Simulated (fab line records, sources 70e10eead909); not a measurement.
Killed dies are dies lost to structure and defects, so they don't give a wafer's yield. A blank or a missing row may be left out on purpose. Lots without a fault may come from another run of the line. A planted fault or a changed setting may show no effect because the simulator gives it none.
fab line records | flow nand_harc
record lots=12 wafers=36 last_day=24
route steps=1159 shown P_ZERO_WELL@56 P_STI@83 END@1159
lots that met no fault: from a run of the same line without faults
start_h: hours from the record's first day to the start of the lot's first wafer shown | wait_h: hours since the lot's step before | " the same as in the row above | L1.1+2: a row that stands for several wafers | - no value, or no start given | * or withheld: withheld | < > ~ a bound
route shown NAME@n: a module of which the file shows steps, and the number in the route of the first | usual: mean/standard deviation of fault-free wafers | same: alike in all rows | chamber/n: place in a boat | sites: the reading at each site | _std_site: their standard deviation | _edge_site: outer sites' mean less inner sites' | radius_mm: how far each site lies from the wafer's centre | mask NAME#n: copy n | behind: the tool/chamber that last shaped the wafer | hold: why the lot was held/for how many hours/how that ended | device: the transistor (n, p or np) that didn't switch | end of line: the same wafers' tests at the end of the route | a step without rows: its recipe alone | killed: dies lost to structure and defects at the first sort, not the wafer's yield | map: a wafer's dies, x killed, . not, _ none there
set.NAME: the setting as run; set.NAME@STEP: as run at that earlier step | model.NAME: the simulator's own value behind a step, which no gauge read
steps of the route over a sample of lots; a table a step, a row a wafer
services: from which hour (start_h, from the record's first day; less than 0 if before it) a tool's chamber was out of use, for how many hours, and why
## steps
# step NHARC_P_ZERO_WELL_EXPOSE_49
# recipe na=0.6 target_cd_nm=2000 dose_mj=22.64 mask_id=P_HVPW
# columns lot.wafer tool chamber start_h wait_h mask
L871.1+2+5 krf_scanner-02 0 17.72 - P_HVPW#0
L872.1+4+5 krf_scanner-02 0 23.24 - P_HVPW#0
L873.1+4+6 krf_scanner-03 0 29.57 - P_HVPW#0
L874.2+4+6 krf_scanner-04 0 35.62 - P_HVPW#0
L875.1+3+5 krf_scanner-04 0 41.45 - P_HVPW#0
L876.2+5+6 krf_scanner-03 0 47.62 - P_HVPW#0
L880.1+2+3 krf_scanner-02 0 71.38 - P_HVPW#0
L881.1+3+4 krf_scanner-04 0 77.48 - P_HVPW#0
L882.4+5+6 krf_scanner-04 0 83.61 - P_HVPW#0
L885.3+5+6 krf_scanner-02 0 101.50 - P_NWELL#0
L886.1+3+6 krf_scanner-04 0 107.48 - P_HVPW#0
L894.1+4+5 krf_scanner-02 0 155.60 - P_HVPW#0
# step NHARC_P_ZERO_WELL_CD_MEAS_52
# recipe target_cd_nm=2000 landing_energy_ev=500
# usual cd_nm=2000.2/1.1
# columns lot.wafer tool chamber start_h wait_h cd_nm
L871.1 cd_sem-02 0 17.88 - 2001.2
L871.2 " 0 " " 2000.6
L871.5 " 0 " " 2001.6
L872.1 cd_sem-01 0 23.40 - 2001.2
L872.4 " 0 " " 2001.2
L872.5 " 0 " " 2000.0
L873.1 cd_sem-01 0 29.72 - 2001.0
L873.4 " 0 " " 2000.7
L873.6 " 0 " " 2001.5
L874.2 cd_sem-03 0 35.77 - 1998.9
L874.4 " 0 " " 2000.8
L874.6 " 0 " " 2000.5
L875.1 cd_sem-01 0 41.60 - 2000.8
L875.3 " 0 " " 2001.1
L875.5 " 0 " " 1998.9
L876.2 cd_sem-02 0 47.77 - 2001.7
L876.5 " 0 " " 1999.0
L876.6 " 0 " " 2000.3
L880.1 cd_sem-03 0 71.55 - 2000.4
L880.2 " 0 " " 2000.2
L880.3 " 0 " " 2000.2
L881.1 cd_sem-03 0 77.63 - 1998.2
L881.3 " 0 " " 2000.3
L881.4 " 0 " " 1998.1
L882.4 cd_sem-03 0 83.76 - 2001.0
L882.5 " 0 " " 1999.0
L882.6 " 0 " " 2000.2
L885.3 cd_sem-01 0 101.65 - -
L885.5 " 0 " " -
L885.6 " 0 " " -
L886.1 cd_sem-01 0 107.64 - 2001.1
L886.3 " 0 " " 2002.5
L886.6 " 0 " " 1999.4
L894.1 cd_sem-01 0 155.75 - 2000.6
L894.4 " 0 " " 2001.7
L894.5 " 0 " " 1999.8
# step NHARC_P_STI_CD_MEAS_09
# recipe target_cd_nm=200 landing_energy_ev=500
# usual cd_nm=200.0/1.6
# columns lot.wafer tool chamber start_h wait_h cd_nm
L871.1 cd_sem-02 0 36.65 - 203.6
L871.2 " 0 " " 200.7
L871.5 " 0 " " 201.4
L872.1 cd_sem-01 0 40.42 - 200.8
L872.4 " 0 " " 199.9
L872.5 " 0 " " 200.7
L874.2 cd_sem-01 0 49.93 - 199.3
L874.4 " 0 " " 200.0
L874.6 " 0 " " 198.0
L873.1 cd_sem-01 0 50.10 - 201.7
L873.4 " 0 " " 198.3
L873.6 " 0 " " 201.0
L875.1 cd_sem-01 0 59.43 - 198.6
L875.3 " 0 " " 199.9
L875.5 " 0 " " 198.0
L876.2 cd_sem-03 0 64.88 - 200.0
L876.5 " 0 " " 199.5
L876.6 " 0 " " 199.8
L880.1 cd_sem-03 0 91.54 - 198.2
L880.2 " 0 " " 196.2
L880.3 " 0 " " 196.7
L881.1 cd_sem-02 0 91.70 - 201.1
L881.3 " 0 " " 199.4
L881.4 " 0 " " 202.5
L882.4 cd_sem-03 0 103.06 - 198.6
L882.5 " 0 " " 201.0
L882.6 " 0 " " 202.7
L886.1 cd_sem-01 0 125.74 - 200.5
L886.3 " 0 " " 200.6
L886.6 " 0 " " 199.7
L894.1 cd_sem-03 0 173.47 - 200.3
L894.4 " 0 " " 197.7
L894.5 " 0 " " 200.9
# step NHARC_P_STI_DESCUM_14
# recipe time_s=3 o2_flow_sccm=200 ar_flow_sccm=0 bias_power_w=0 chemistry=O2
# usual drypump_motor_current_A=5.7/0.44 oes_product_au=1.005/0.0068 rf_vpp_V=57.7/0.94 showerhead_plenum_p_Torr=1.88/0.076 throttle_valve_pct=11.312/0.0094
# same bias_power_w=0
# columns lot.wafer tool chamber start_h wait_h drypump_motor_current_A oes_product_au rf_hours_counter_h rf_vpp_V showerhead_plenum_p_Torr throttle_valve_pct
L871.1 rie_diel-12 2 36.91 - 5.7 0.996 0.1 56.9 1.79 11.294
L871.2 " 3 " " 6.0 1.016 0.1 58.7 1.93 11.312
L871.5 " 2 " " 5.7 0.999 - 56.2 1.79 11.316
L872.1 rie_diel-10 2 40.69 - 4.7 0.997 2.8 59.2 1.99 11.317
L872.4 " 0 " " 5.9 1.006 - 57.3 1.82 11.319
L872.5 " 2 " " 4.7 0.996 - 58.1 1.99 11.316
L874.2 rie_diel-10 1 50.19 - 6.4 0.991 1.3 58.1 1.96 11.301
L874.4 " 2 " " 4.7 1.008 3.2 57.6 1.99 11.300
L874.6 " 1 " " 6.4 0.992 - 59.1 1.96 11.293
L873.4 rie_diel-12 3 50.37 - 6.0 1.007 0.5 57.7 1.93 11.321
L873.1 " 0 " " 6.0 0.997 0.5 58.0 1.97 11.306
L873.6 " 3 " " 6.0 1.005 - 58.3 1.93 11.337
L875.3 rie_diel-10 3 59.69 - 5.5 1.008 3.6 56.0 1.81 11.328
L875.1 " 2 " " 4.7 1.019 3.4 57.7 1.99 11.323
L875.5 " 3 " " 5.5 1.019 - 57.6 1.81 11.302
L876.2 rie_diel-03 2 65.17 - 6.1 1.018 0.7 58.3 1.97 11.318
L876.5 " 1 " " 5.7 1.015 - 56.8 1.79 11.315
L876.6 " 2 " " 6.1 1.018 - 57.6 1.97 11.324
L880.2 rie_diel-10 3 91.80 - 5.5 1.008 5.6 57.9 1.81 11.318
L880.3 " 1 " " 6.4 0.996 3.9 58.8 1.96 11.310
L880.1 " 2 " " 4.7 1.007 5.7 57.7 1.99 11.304
L881.1 rie_diel-12 1 91.96 - 5.5 1.003 2.0 57.2 1.83 11.325
L881.3 " 2 " " 5.7 0.998 1.9 57.3 1.79 11.322
L881.4 " 2 " " 5.7 0.991 - 56.6 1.79 11.312
L882.4 rie_diel-12 1 103.33 - 5.5 1.002 2.2 57.5 1.83 11.316
L882.6 " 3 " " 5.9 1.006 - 56.8 1.93 11.305
L882.5 " 0 " " 6.0 0.994 - 57.8 1.97 11.316
L886.1 rie_diel-12 2 126.00 - 5.7 1.003 2.5 55.8 1.79 11.315
L886.3 " 3 " " 6.0 0.995 2.5 57.7 1.93 11.307
L886.6 " 2 " " 5.7 1.004 - 57.3 1.79 11.298
L894.1 rie_diel-10 1 173.77 - 6.4 1.007 8.7 56.1 1.96 11.318
L894.5 " 2 " " 4.7 1.009 - 58.6 1.98 11.307
L894.4 " 3 " " 5.6 0.999 - 59.1 1.81 11.314
# step NHARC_P_STI_ETCH_42
# recipe target_depth_a=800 overetch_a=240 time_s=61 ion_energy_ev=200 n2_flow_sccm=150 h2_flow_sccm=150 ar_flow_sccm=0 rf_w=400 bias_w=150 chemistry=N2/H2
# usual drypump_motor_current_A=5.7/0.46 n2_flow_sccm=150.1/0.47 oes_product_au=1.003/0.0078 rf_vpp_V=429.7/2.5 showerhead_plenum_p_Torr=2.01/0.083 throttle_valve_pct=14.171/0.0085
# columns lot.wafer tool chamber start_h wait_h drypump_motor_current_A n2_flow_sccm oes_product_au rf_hours_counter_h rf_vpp_V showerhead_plenum_p_Torr throttle_valve_pct
L871.1 rie_diel-12 2 37.00 0.1 5.7 151.0 1.005 0.2 427.1 1.91 14.179
L871.2 " 0 " " 5.9 150.7 0.998 0.1 432.8 2.10 14.179
L871.5 " 1 " " 5.5 148.8 1.005 - 428.6 1.95 14.172
L872.1 rie_diel-10 0 40.80 0.1 5.9 150.0 1.012 3.2 428.4 1.94 14.188
L872.5 " 2 " " 4.7 150.1 1.001 - 432.4 2.12 14.171
L872.4 " 3 " " 5.5 149.9 1.011 - 427.8 1.92 14.166
L874.4 rie_diel-10 2 50.28 0.1 4.7 149.6 1.000 3.2 433.7 2.12 14.162
L874.2 " 3 " " 5.5 150.1 1.002 3.3 428.4 1.92 14.168
L874.6 " 2 " " 4.7 149.8 1.006 - 432.9 2.12 14.175
L873.1 rie_diel-12 0 50.45 0.1 6.0 149.6 0.992 0.5 433.3 2.10 14.181
L873.4 " 1 " " 5.5 149.2 0.998 0.6 427.2 1.95 14.170
L873.6 " 3 " " 6.0 149.9 1.008 - 430.4 2.06 14.177
L875.3 rie_diel-10 1 59.77 0.1 6.4 151.0 0.998 1.6 433.2 2.09 14.174
L875.1 " 0 " " 5.9 149.7 1.007 3.9 429.6 1.94 14.166
L875.5 " 2 " " 4.7 150.1 0.996 - 433.5 2.12 14.164
L876.2 rie_diel-03 3 65.25 0.1 6.3 150.3 1.009 0.6 428.9 1.98 14.170
L876.6 " 3 " " 6.3 150.9 0.999 - 427.2 1.99 14.185
L876.5 " 0 " " 5.4 150.3 0.999 - 431.4 2.08 14.172
L880.2 rie_diel-10 2 91.88 0.1 4.7 150.5 0.997 5.7 430.3 2.12 14.169
L880.1 " 3 " " 5.6 149.9 1.011 5.6 425.2 1.92 14.174
L880.3 " 1 " " 6.4 149.7 0.996 3.9 431.9 2.09 14.162
L881.1 rie_diel-12 1 92.06 0.1 5.5 150.4 1.017 2.0 427.8 1.95 14.173
L881.3 " 3 " " 5.9 150.0 1.011 1.7 430.7 2.06 14.170
L881.4 " 3 " " 6.0 150.5 1.015 - 430.9 2.06 14.159
L882.4 rie_diel-12 0 103.40 0.1 6.0 149.9 0.999 1.7 432.8 2.10 14.170
L882.6 " 0 " " 6.0 149.3 0.991 - 431.0 2.10 14.165
L882.5 " 1 " " 5.5 150.4 1.014 - 427.8 1.95 14.170
L886.3 rie_diel-12 0 126.08 0.1 6.0 149.6 1.002 2.2 429.2 2.10 14.186
L886.1 " 1 " " 5.5 150.2 1.001 2.7 429.4 1.95 14.171
L886.6 " 1 " " 5.5 149.8 1.004 - 429.4 1.95 14.164
L894.1 rie_diel-10 2 173.85 0.1 4.7 150.1 0.996 10.4 432.9 2.12 14.171
L894.4 " 2 " " 4.7 149.4 1.003 - 432.8 2.12 14.174
L894.5 " 3 " " 5.6 150.4 1.007 - 427.3 1.92 14.187
# step NHARC_END_SORT_01
# recipe temp_c=25
# usual killed_at_array=26/8.6 killed_at_other=0.7/0.97 killed_at_periphery=3.2/2.2 killed_dies=30/8.9 killed_open=3.1/1.8 killed_short=2.2/1.8
# same gross_dies=677
# columns lot.wafer tool chamber start_h wait_h killed_at_array killed_at_other killed_at_periphery killed_dies killed_open killed_short
L876.2 prober-01 0 459.12 2.8 11 0 2 13 1 4
L876.5 prober-01 0 461.53 3.7 8 1 3 12 0 4
L876.6 prober-01 0 462.33 4.0 18 1 3 22 4 2
L885.3 prober-02 0 513.76 3.1 59 0 618 677 8 0
L885.5 prober-02 0 515.34 3.7 42 1 634 677 2 1
L885.6 prober-02 0 516.13 4.0 45 0 632 677 5 3
# killed by level:class
L876.2 A_STAIRCASE:chamber_film_flake=3 A_ONON_D1:geometric_particle:short=2 P_GATE:geometric_particle:short=1 A_WL_FILL:geometric_particle:short=1 A_CONTACT:geometric_particle:open=1 P_STI:chamber_film_flake=1 A_CHANNEL_HOLE_D1:chamber_film_flake=1 A_WL_FILL:chamber_film_flake=1
L876.5 A_CHANNEL_HOLE_D1:chamber_film_flake=3 A_ONON_D1:geometric_particle:short=2 P_ZERO_WELL:chamber_film_flake=2 A_STAIRCASE:chamber_film_flake=2 P_CONTACT:geometric_particle:short=1 A_WL_FILL:geometric_particle:short=1 THIN_TSV:chamber_film_flake=1
L876.6 A_CHANNEL_HOLE_D1:chamber_film_flake=5 P_ZERO_WELL:chamber_film_flake=3 A_STAIRCASE:chamber_film_flake=3 A_ONON_D1:geometric_particle:short=2 A_CONTACT:chamber_film_flake=2 A_ONON_D1:geometric_particle:open=1 A_STAIRCASE:geometric_particle:open=1 A_WL_FILL:geometric_particle:open=1
L885.3 P_ZERO_WELL:area_expose=618 A_CHANNEL_HOLE_D1:chamber_film_flake=24 A_SLIT:chamber_film_flake=19 A_STAIRCASE:chamber_film_flake=6 A_ONON_D1:geometric_particle:open=3 A_BLC:geometric_particle:open=3 A_WL_FILL:geometric_particle:open=1 A_CONTACT:geometric_particle:open=1
L885.5 P_ZERO_WELL:area_expose=634 A_CHANNEL_HOLE_D1:chamber_film_flake=17 A_SLIT:chamber_film_flake=12 A_STAIRCASE:chamber_film_flake=4 A_CONTACT:chamber_film_flake=4 A_WL_FILL:chamber_film_flake=3 A_CONTACT:geometric_particle:short=1 A_CONTACT:geometric_particle:open=1
L885.6 P_ZERO_WELL:area_expose=630 A_CHANNEL_HOLE_D1:chamber_film_flake=19 A_SLIT:chamber_film_flake=16 A_STAIRCASE:chamber_film_flake=2 P_M1:geometric_particle:open=1 P_M2:geometric_particle:open=1 A_SOURCE_PLATE:geometric_particle:open=1 A_CHANNEL_FILL_D1:geometric_particle:short=1
## services
# columns tool chamber start_h hours kind
krf_scanner-03 - -4.00 4.0 pm
rie_diel-10 - -0.50 9.0 pm
krf_scanner-04 - 3.16 0.1 repair
rie_diel-12 - 25.40 9.0 pm
rie_diel-10 1 31.55 14.9 repair
krf_scanner-02 - 38.00 4.0 pm
rie_diel-03 - 38.33 9.0 pm
krf_scanner-04 - 51.17 0.3 repair
krf_scanner-04 - 63.36 2.4 repair
krf_scanner-03 - 77.06 0.2 repair
krf_scanner-03 - 79.61 0.9 repair
krf_scanner-02 - 82.23 0.6 repair
rie_diel-12 0 84.22 7.9 repair
rie_diel-03 1 85.49 16.3 repair
krf_scanner-04 - 111.69 0.3 repair
krf_scanner-04 - 126.00 4.0 pm
krf_scanner-02 - 133.37 0.3 repair
rie_diel-12 1 135.70 7.3 repair
krf_scanner-04 - 136.99 0.5 repair
rie_diel-10 0 138.67 6.8 repair
krf_scanner-02 - 143.51 4.5 repair
rie_diel-10 0 163.76 5.2 repair
krf_scanner-03 - 168.00 4.0 pm
rie_diel-10 0 171.71 20.7 repair
## key
first_sign step=NHARC_P_ZERO_WELL_EXPOSE_49 reading=mask direction=changed
effect step=NHARC_P_ZERO_WELL_CD_MEAS_52 reading=cd_nm direction=missing
effect step=NHARC_END_SORT_01 reading=killed_at_periphery direction=up sigmas=99+ usual=3.2 struck=628
more_kills_born_at NHARC_P_ZERO_WELL_EXPOSE_49@krf_scanner-02=1882
met_at NHARC_P_ZERO_WELL_EXPOSE_49
struck_lots L885
later_rows_left_out L885.3,L885.5,L885.6
tester_left_out L885
not_acting_at NHARC_P_STI_CD_MEAS_09,NHARC_P_STI_DESCUM_14,NHARC_P_STI_ETCH_42
onset_between 71.38 101.50
fault kind=wrong_mask tool=any chamber=- onset_h=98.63 steps=NHARC_P_ZERO_WELL_EXPOSE_49 aux_copy=P_NWELL#0 scope=struck_lots_only
# tester_left_out: of these lots the tester's yield and bins aren't shown, on N5 and GAA mostly nor the transistor test; their killed dies are dies lost to structure and defects alone, not to doping, threshold or leakage, so they don't give the yield
# later_rows_left_out: the simulator's readings of these wafers behind a module that went badly wrong aren't trusted and aren't shown, but for the sort
